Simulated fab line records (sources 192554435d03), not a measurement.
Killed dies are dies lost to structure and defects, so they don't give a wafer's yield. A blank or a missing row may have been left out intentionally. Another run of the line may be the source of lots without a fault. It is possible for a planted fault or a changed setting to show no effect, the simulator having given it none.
Matching of chambers    flow n5Finfet    rieDiel-02 running N5_BEOL_M3_ETCHBACK_99: 4 sister chambers
The step etches SiO2 in CHF3, target depth 5 nm, time 10.4 s. 4 wafers are shown with their chamber, then 11 later ones without.

== WAFERS PAIRED WITH THEIR CHAMBERS ==
wafer   chamber  throttleValvePct (%)
L081.6  1        16.82
L086.1  3        16.73
L086.5  2        17.27
L088.3  0        17.59

== WAFERS MISSING THEIR CHAMBER ==
wafer   throttleValvePct (%)
L088.5  16.88
L088.6  17.60
L089.1  16.87
L089.2  16.74
L089.5  16.73
L090.2  16.87
L090.4  17.27
L090.6  17.62
L096.2  16.77
L096.3  17.30
L096.6  17.64

== WHICH CHAMBER EACH ONE RAN IN ==
wafer   from the rows above      in truth
L088.5  1                        1
L088.6  0                        0
L089.1  1                        1
L089.2  can't be placed: 3 or 1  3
L089.5  3                        3
L090.2  1                        1
L090.4  2                        2
L090.6  0                        0
L096.2  can't be placed: 3 or 1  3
L096.3  2                        2
L096.6  0                        0
Placed correctly: 9 of 11. Not placeable from these rows: 2 (in 2, the candidates include the true chamber). 0 placed wrongly.
How it was worked out, from the rows above alone: a wafer's distance from a chamber is the root of the sum, over the readings, of the square of ((its reading less the chamber's mean) divided by the reading's scatter). The wafer belongs to the nearest chamber; if the next one is less than 2 further off, it can't be placed. For every chamber, the mean is computed from those of its wafers that are shown. The scatter: root of mean squared gap, hidden wafer to nearest shown wafer, with one shown wafer a chamber.
